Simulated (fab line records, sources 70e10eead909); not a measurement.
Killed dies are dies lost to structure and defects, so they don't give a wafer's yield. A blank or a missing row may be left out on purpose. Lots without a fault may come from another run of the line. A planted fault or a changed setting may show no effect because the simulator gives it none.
fab line records | flow nand_harc
record lots=12 wafers=36 last_day=34
route steps=1302 shown P_BONDPAD@386 A_ZERO_WELL@403 A_ONON_D1@442 A_CHANNEL_HOLE_D1@462 END@1302
lots that met no fault: from a run of the same line without faults
start_h: hours from the record's first day to the start of the lot's first wafer shown | wait_h: hours since the lot's step before | " the same as in the row above | L1.1+2: a row that stands for several wafers | - no value, or no start given | * or withheld: withheld | < > ~ a bound
route shown NAME@n: a module of which the file shows steps, and the number in the route of the first | usual: mean/standard deviation of fault-free wafers | same: alike in all rows | chamber/n: place in a boat | sites: the reading at each site | _std_site: their standard deviation | _edge_site: outer sites' mean less inner sites' | radius_mm: how far each site lies from the wafer's centre | mask NAME#n: copy n | behind: the tool/chamber that last shaped the wafer | hold: why the lot was held/for how many hours/how that ended | device: the transistor (n, p or np) that didn't switch | end of line: the same wafers' tests at the end of the route | a step without rows: its recipe alone | killed: dies lost to structure and defects at the first sort, not the wafer's yield | map: a wafer's dies, x killed, . not, _ none there
set.NAME: the setting as run; set.NAME@STEP: as run at that earlier step | model.NAME: the simulator's own value behind a step, which no gauge read
steps of the route over a sample of lots; a table a step, a row a wafer
services: from which hour (start_h, from the record's first day; less than 0 if before it) a tool's chamber was out of use, for how many hours, and why
## steps
# step NHARC_P_BONDPAD_ACTIVATE_29
# recipe time_s=60 n2_flow_sccm=200 ar_flow_sccm=0 bias_power_w=0 chemistry=N2
# usual drypump_motor_current_A=5.6/0.44 n2_flow_sccm=200.0/0.58 oes_product_au=1.003/0.0089 rf_vpp_V=63.9/0.92 showerhead_plenum_p_Torr=1.73/0.077
# columns lot.wafer tool chamber start_h wait_h drypump_motor_current_A n2_flow_sccm oes_product_au rf_hours_counter_h rf_vpp_V showerhead_plenum_p_Torr
L567.3 rie_diel-05 3 139.85 0.1 5.1 200.3 0.998 4.3 63.5 1.78
L567.1 " 2 " " 5.7 200.6 1.006 3.3 62.7 1.69
L567.5 " 3 " " 5.1 200.1 0.995 - 64.0 1.78
L568.1 rie_diel-05 1 142.86 0.1 6.0 200.2 1.006 3.5 61.7 1.71
L568.4 " 2 " " 5.7 200.3 1.016 3.3 64.4 1.69
L568.3 " 0 " " 5.0 200.6 1.014 3.7 63.4 1.69
L570.3 rie_diel-01 3 171.34 0.1 6.1 200.2 1.010 4.2 63.6 1.66
L570.6 " 2 " " 5.8 200.7 1.009 - 63.4 1.88
L570.5 " 3 " " 6.1 199.9 0.992 - 63.9 1.66
L571.3 rie_diel-01 3 176.34 0.1 6.1 200.0 1.001 4.3 63.0 1.66
L571.4 " 2 " " 5.8 199.9 1.004 4.0 64.6 1.88
L571.6 " 3 " " 6.1 200.4 0.989 - 64.8 1.66
L574.4 rie_diel-07 3 208.38 0.1 5.8 200.5 1.001 3.6 63.2 1.72
L574.3 " 1 " " 6.3 200.1 0.999 4.1 64.4 1.72
L574.5 " 3 " " 5.8 200.5 1.012 - 64.3 1.72
L580.3 rie_diel-07 0 266.51 0.1 5.8 200.5 0.987 10.0 62.5 1.71
L580.2 " 2 " " 6.4 201.1 0.989 9.1 63.9 1.83
L580.6 " 3 " " 5.7 201.1 1.002 - 64.4 1.72
L581.3 rie_diel-01 2 283.45 0.1 5.8 200.1 1.008 2.4 64.8 1.88
L581.4 " 3 " " 6.2 200.8 0.994 2.1 65.4 1.66
L581.6 " 2 " " 5.8 200.5 1.008 - 64.3 1.88
L582.3 rie_diel-05 2 283.97 0.1 5.8 199.9 1.009 1.8 64.0 1.69
L582.4 " 3 " " 5.2 199.1 0.992 2.2 64.9 1.77
L582.5 " 1 " " 5.9 199.4 1.009 - 62.9 1.71
L583.3 rie_diel-07 0 303.91 0.1 5.8 200.1 1.001 0.0 65.4 1.71
L583.2 " 2 " " 6.4 200.2 1.011 0.0 63.0 1.83
L583.6 " 3 " " 5.8 200.0 1.000 - 63.4 1.72
L585.4 rie_diel-01 0 316.33 0.1 5.2 200.1 1.005 3.8 64.4 1.71
L585.3 " 3 " " 6.1 198.5 0.998 2.8 63.5 1.66
L585.5 " 0 " " 5.2 200.4 1.006 - 65.2 1.71
L589.1 rie_diel-01 2 360.27 0.1 5.8 199.7 1.015 5.2 65.5 1.88
L589.4 " 3 " " 6.2 201.1 1.002 4.4 63.3 1.66
L589.5 " 2 " " 5.8 200.1 0.994 - 64.7 1.88
L590.3 rie_diel-01 1 367.69 0.1 5.1 199.6 0.991 4.7 62.4 1.65
L590.1 " 0 " " 5.2 199.8 1.010 5.5 63.6 1.71
L590.5 " 2 " " 5.8 200.1 1.014 - 65.8 1.88
# step NHARC_A_ZERO_WELL_DESCUM_12
# recipe time_s=3 o2_flow_sccm=200 ar_flow_sccm=0 bias_power_w=0 chemistry=O2
# usual drypump_motor_current_A=5.7/0.47 oes_product_au=0.996/0.013 rf_vpp_V=57.9/0.93 showerhead_plenum_p_Torr=1.94/0.1 throttle_valve_pct=11.312/0.0086
# columns lot.wafer tool chamber start_h wait_h drypump_motor_current_A oes_product_au rf_hours_counter_h rf_vpp_V showerhead_plenum_p_Torr throttle_valve_pct
L567.1 rie_diel-08 1 141.29 - 5.9 1.007 19 59.7 1.89 11.300
L567.3 " 2 " " 5.3 0.995 18 57.8 1.93 11.318
L567.5 " 1 " " 5.9 1.000 - 56.9 1.89 11.325
L568.1 rie_diel-06 1 144.33 - 5.8 1.005 0 57.0 1.87 11.321
L568.3 " 3 " " 6.0 0.972 0 58.2 2.05 11.321
L568.4 " 0 " " 5.7 0.975 0 57.2 1.97 11.305
L570.3 rie_diel-08 2 172.60 - 5.3 0.986 22 56.0 1.93 11.304
L570.5 " 2 " " 5.3 0.997 - 57.6 1.93 11.320
L570.6 " 3 " " 5.8 0.992 - 56.5 1.82 11.320
L571.3 rie_diel-06 3 177.63 - 6.0 0.982 2 58.0 2.05 11.316
L571.4 " 1 " " 5.7 1.009 2 57.5 1.87 11.305
L571.6 " 3 " " 6.0 0.987 - 57.2 2.05 11.307
L574.3 rie_diel-08 3 209.77 - 5.8 1.008 1 58.5 1.81 11.312
L574.4 " 2 " " 5.3 0.999 1 58.8 1.93 11.319
L574.5 " 0 " " 6.4 1.009 - 57.9 1.77 11.310
L580.3 rie_diel-06 2 267.91 - 4.8 1.011 4 58.7 2.06 11.311
L580.2 " 3 " " 6.0 0.973 4 57.9 2.05 11.312
L580.6 " 2 " " 4.8 1.001 - 59.7 2.06 11.311
L581.4 rie_diel-06 0 284.86 - 5.8 0.982 5 58.2 1.97 11.304
L581.3 " 2 " " 4.8 1.000 4 59.5 2.06 11.315
L581.6 " 3 " " 6.0 0.972 - 58.2 2.05 11.323
L582.3 rie_diel-06 3 285.25 - 6.0 0.989 4 57.5 2.05 11.326
L582.4 " 0 " " 5.8 0.994 5 58.9 1.97 11.324
L582.5 " 1 " " 5.8 1.000 - 58.1 1.87 11.302
L583.2 rie_diel-06 3 305.30 - 6.0 0.992 4 57.0 2.05 11.311
L583.3 " 2 " " 4.8 0.998 5 57.6 2.06 11.302
L583.6 " 3 " " 6.0 0.982 - 58.5 2.05 11.315
L585.4 rie_diel-06 2 317.74 - 4.8 0.986 0 59.1 2.06 11.318
L585.3 " 0 " " 5.7 0.981 0 57.8 1.97 11.309
L585.5 " 3 " " 6.0 0.989 - 59.5 2.05 11.322
L589.1 rie_diel-08 3 361.55 - 5.8 1.013 35 57.6 1.80 11.317
L589.4 " 0 " " 6.4 1.029 34 58.1 1.76 11.310
L589.5 " 3 " " 5.8 1.008 - 56.5 1.80 11.311
L590.3 rie_diel-06 3 368.98 - 6.0 1.003 1 58.0 2.05 11.310
L590.1 " 0 " " 5.7 0.990 1 58.8 1.97 11.326
L590.5 " 1 " " 5.7 1.003 - 56.3 1.87 11.316
# step NHARC_A_ONON_D1_DEP_25
# recipe target_thk_a=10000 n2_flow_sccm=2750 n2o_flow_sccm=2000 nh3_flow_sccm=500 sih4_flow_sccm=210 temp_c=400
# usual n2_flow_sccm=2751/8.4 susceptor_temp_C=399.95/0.21
# columns lot.wafer tool chamber start_h wait_h n2_flow_sccm susceptor_temp_C
L567.1 pecvd_onon-04 0 174.71 0.1 2762 400.06
L567.3 " 0 " " 2754 400.11
L567.5 " 0 " " 2759 400.14
L568.1 pecvd_onon-03 0 174.73 0.1 2748 400.14
L568.3 " 0 " " 2755 400.11
L568.4 " 0 " " 2756 399.87
L571.3 pecvd_onon-03 0 209.85 0.2 2754 400.07
L571.4 " 0 " " 2753 399.86
L571.6 " 0 " " 2742 399.66
L570.3 pecvd_onon-02 0 209.85 0.2 2746 400.12
L570.5 " 0 " " 2756 400.16
L570.6 " 0 " " 2751 400.01
L574.3 pecvd_onon-03 0 244.82 0.2 2758 400.21
L574.4 " 0 " " 2753 399.46
L574.5 " 0 " " 2760 399.72
L580.2 pecvd_onon-03 0 302.65 0.1 2762 399.89
L580.3 " 0 " " 2761 399.55
L580.6 " 0 " " 2766 399.99
L582.3 pecvd_onon-02 0 320.00 0.2 2741 399.80
L582.4 " 0 " " 2743 399.70
L582.5 " 0 " " 2742 399.84
L581.3 pecvd_onon-03 0 320.03 0.2 2758 400.05
L581.4 " 0 " " 2733 400.00
L581.6 " 0 " " 2760 400.00
L583.2 pecvd_onon-04 0 339.76 0.1 2754 400.42
L583.3 " 0 " " 2744 399.72
L583.6 " 0 " " 2750 400.30
L585.3 pecvd_onon-04 0 353.87 0.2 2754 399.54
L585.4 " 0 " " 2736 399.54
L585.5 " 0 " " 2749 399.70
L589.1 pecvd_onon-04 0 392.75 0.1 2748 399.71
L589.4 " 0 " " 2745 400.00
L589.5 " 0 " " 2752 399.96
L590.1 pecvd_onon-02 0 405.80 0.1 2732 399.97
L590.3 " 0 " " 2750 399.64
L590.5 " 0 " " 2757 400.33
# step NHARC_A_ONON_D1_THK_MEAS_27
# recipe thk_meas_gauge=ellipsometry
# usual thk_nm=999/9.8
# columns lot.wafer tool chamber start_h wait_h thk_nm
L567.1 film_metro-02 - 175.22 - 998
L567.3 " - " " 997
L567.5 " - " " 996
L568.1 film_metro-01 - 175.23 - 1002
L568.3 " - " " 1001
L568.4 " - " " 1001
L570.3 film_metro-02 - 210.24 - 1002
L570.5 " - " " 1002
L570.6 " - " " 1000
L571.3 film_metro-01 - 210.25 - 1009
L571.4 " - " " 1007
L571.6 " - " " 1007
L574.3 film_metro-01 - 245.22 - 997
L574.4 " - " " 995
L574.5 " - " " 994
L580.2 film_metro-02 - 303.10 - 925
L580.3 " - " " 926
L580.6 " - " " 927
L582.3 film_metro-01 - 320.39 - 1002
L582.4 " - " " 1000
L582.5 " - " " 1002
L581.3 film_metro-02 - 320.42 - 935
L581.4 " - " " 936
L581.6 " - " " 935
L583.2 film_metro-01 - 340.22 - 1010
L583.3 " - " " 1009
L583.6 " - " " 1010
L585.3 film_metro-01 - 354.27 - 1007
L585.4 " - " " 1008
L585.5 " - " " 1007
L589.1 film_metro-02 - 393.26 - 1009
L589.4 " - " " 1007
L589.5 " - " " 1008
L590.1 film_metro-02 - 406.31 - 1011
L590.3 " - " " 1012
L590.5 " - " " 1011
# step NHARC_A_CHANNEL_HOLE_D1_CD_MEAS_10
# recipe target_cd_nm=100 landing_energy_ev=500
# usual cd_nm=99.9/0.56
# columns lot.wafer tool chamber start_h wait_h cd_nm
L567.1 cd_sem-02 0 179.71 - 99.8
L567.3 " 0 " " 99.8
L567.5 " 0 " " 100.4
L568.1 cd_sem-01 0 180.23 - 98.9
L568.3 " 0 " " 99.2
L568.4 " 0 " " 99.5
L570.3 cd_sem-02 0 217.44 - 99.9
L570.5 " 0 " " 99.0
L570.6 " 0 " " 99.4
L571.3 cd_sem-03 0 217.80 - 99.2
L571.4 " 0 " " 99.2
L571.6 " 0 " " 99.5
L574.3 cd_sem-01 0 250.12 - 99.3
L574.4 " 0 " " 99.9
L574.5 " 0 " " 99.8
L582.3 cd_sem-03 0 325.36 - 100.4
L582.4 " 0 " " 99.4
L582.5 " 0 " " 99.4
L583.2 cd_sem-01 0 344.20 - 99.9
L583.3 " 0 " " 100.2
L583.6 " 0 " " 99.3
L585.3 cd_sem-01 0 358.13 - 100.6
L585.4 " 0 " " 101.1
L585.5 " 0 " " 99.7
L589.1 cd_sem-03 0 400.11 - 99.4
L589.4 " 0 " " 100.2
L589.5 " 0 " " 100.1
L590.1 cd_sem-02 0 411.06 - 100.6
L590.3 " 0 " " 100.6
L590.5 " 0 " " 99.7
# step NHARC_END_SORT_01
# recipe temp_c=25
# usual killed_at_array=56/19 killed_at_other=1.0/1.3 killed_at_periphery=3.8/2.2 killed_dies=61/19 killed_open=3.1/1.9 killed_short=2.3/1.5
# same gross_dies=677
# columns lot.wafer tool chamber start_h wait_h killed_at_array killed_at_other killed_at_periphery killed_dies killed_open killed_short
L580.2 prober-02 0 701.43 2.8 666 6 5 677 1 5
L580.3 prober-02 0 702.22 3.1 672 0 5 677 2 5
L580.6 prober-02 0 704.62 4.0 672 4 1 677 6 2
L581.3 prober-01 0 705.91 3.1 671 3 3 677 2 2
L581.4 prober-01 0 706.71 3.4 675 1 1 677 4 1
L581.6 prober-01 0 708.32 4.0 669 2 6 677 0 2
# killed by level:class
L580.2 A_ONON_D1:area_dep=587 A_SLIT:chamber_film_flake=41 A_CHANNEL_HOLE_D1:chamber_film_flake=25 THIN_TSV:chamber_film_flake=6 A_CONTACT:chamber_film_flake=5 P_M1:chamber_film_flake=2 P_GATE:geometric_particle:short=1 P_M2:geometric_particle:short=1
L580.3 A_ONON_D1:area_dep=597 A_SLIT:chamber_film_flake=33 A_CHANNEL_HOLE_D1:chamber_film_flake=30 P_M1:chamber_film_flake=3 A_ONON_D1:geometric_particle:short=2 A_WL_FILL:chamber_film_flake=2 A_STAIRCASE:chamber_film_flake=2 A_CONTACT:chamber_film_flake=2
L580.6 A_ONON_D1:area_dep=605 A_CHANNEL_HOLE_D1:chamber_film_flake=29 A_SLIT:chamber_film_flake=24 THIN_TSV:chamber_film_flake=4 A_WL_FILL:chamber_film_flake=3 A_ONON_D2:geometric_particle:open=2 A_DECK1_JOINT:chamber_film_flake=2 A_CHANNEL_FILL_D1:geometric_particle:open=1
L581.3 A_ONON_D1:area_dep=621 A_CHANNEL_HOLE_D1:chamber_film_flake=31 A_SLIT:chamber_film_flake=7 A_CONTACT:chamber_film_flake=5 THIN_TSV:chamber_film_flake=2 A_WL_FILL:chamber_film_flake=2 A_BONDPAD:chamber_film_flake=2 P_M0:geometric_particle:open=1
L581.4 A_ONON_D1:area_dep=637 A_CHANNEL_HOLE_D1:chamber_film_flake=25 A_STAIRCASE:chamber_film_flake=3 A_SLIT:chamber_film_flake=2 A_CONTACT:chamber_film_flake=2 P_GATE:geometric_particle:open=1 A_ONON_D1:geometric_particle:open=1 A_ONON_D2:geometric_particle:open=1
L581.6 A_ONON_D1:area_dep=623 A_CHANNEL_HOLE_D1:chamber_film_flake=34 P_STI:chamber_film_flake=5 A_SLIT:chamber_film_flake=4 A_CONTACT:chamber_film_flake=3 A_STAIRCASE:chamber_film_flake=2 A_SGD_CUT:geometric_particle:short=1 STARTING-WAFER:geometric_particle:short=1
## services
# columns tool chamber start_h hours kind
rie_diel-07 - 117.63 9.0 pm
rie_diel-06 2 125.34 2.6 repair
rie_diel-06 - 130.20 9.0 pm
pecvd_onon-04 - 130.32 13.0 pm
rie_diel-08 0 148.78 14.3 repair
rie_diel-08 - 191.47 9.0 pm
rie_diel-01 - 203.80 9.0 pm
rie_diel-06 3 209.51 11.8 repair
rie_diel-01 - 222.93 0.5 repair
pecvd_onon-03 - 227.00 13.0 pm
rie_diel-06 1 235.29 15.2 repair
rie_diel-06 1 298.66 7.2 repair
rie_diel-01 2 300.56 9.2 repair
rie_diel-01 3 302.29 13.9 repair
rie_diel-06 - 307.20 9.0 pm
pecvd_onon-04 - 311.46 13.0 pm
rie_diel-01 1 319.99 20.5 repair
rie_diel-08 2 326.87 16.3 repair
rie_diel-06 0 334.27 4.1 repair
rie_diel-08 - 368.49 9.0 pm
rie_diel-01 0 374.49 20.4 repair
rie_diel-01 - 380.80 9.0 pm
rie_diel-08 3 384.48 1.5 repair
rie_diel-08 0 404.94 17.5 repair
## key
first_sign step=NHARC_A_ONON_D1_THK_MEAS_27 reading=thk_nm direction=down sigmas=7 usual=999 struck=931
effect step=NHARC_END_SORT_01 reading=killed_at_array direction=up sigmas=33 usual=56 struck=671
more_kills_born_at NHARC_A_ONON_D1_DEP_25@pecvd_onon-03=3670
met_at NHARC_A_ONON_D1_DEP_25
struck_lots L580,L581
later_rows_left_out L580.2,L580.3,L580.6,L581.3,L581.4,L581.6
tester_left_out L580,L581
not_acting_at NHARC_P_BONDPAD_ACTIVATE_29,NHARC_A_ZERO_WELL_DESCUM_12,NHARC_A_CHANNEL_HOLE_D1_CD_MEAS_10
onset_between 244.82 302.65
fault kind=process_parameter_drift tool=pecvd_onon-03 chamber=- onset_h=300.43 steps=NHARC_A_ONON_D1_DEP_25 channel=target_thk_a offset=* shape=step end_h=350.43 acts_in=* stated=*
# tester_left_out: of these lots the tester's yield and bins aren't shown, on N5 and GAA mostly nor the transistor test; their killed dies are dies lost to structure and defects alone, not to doping, threshold or leakage, so they don't give the yield
# later_rows_left_out: the simulator's readings of these wafers behind a module that went badly wrong aren't trusted and aren't shown, but for the sort
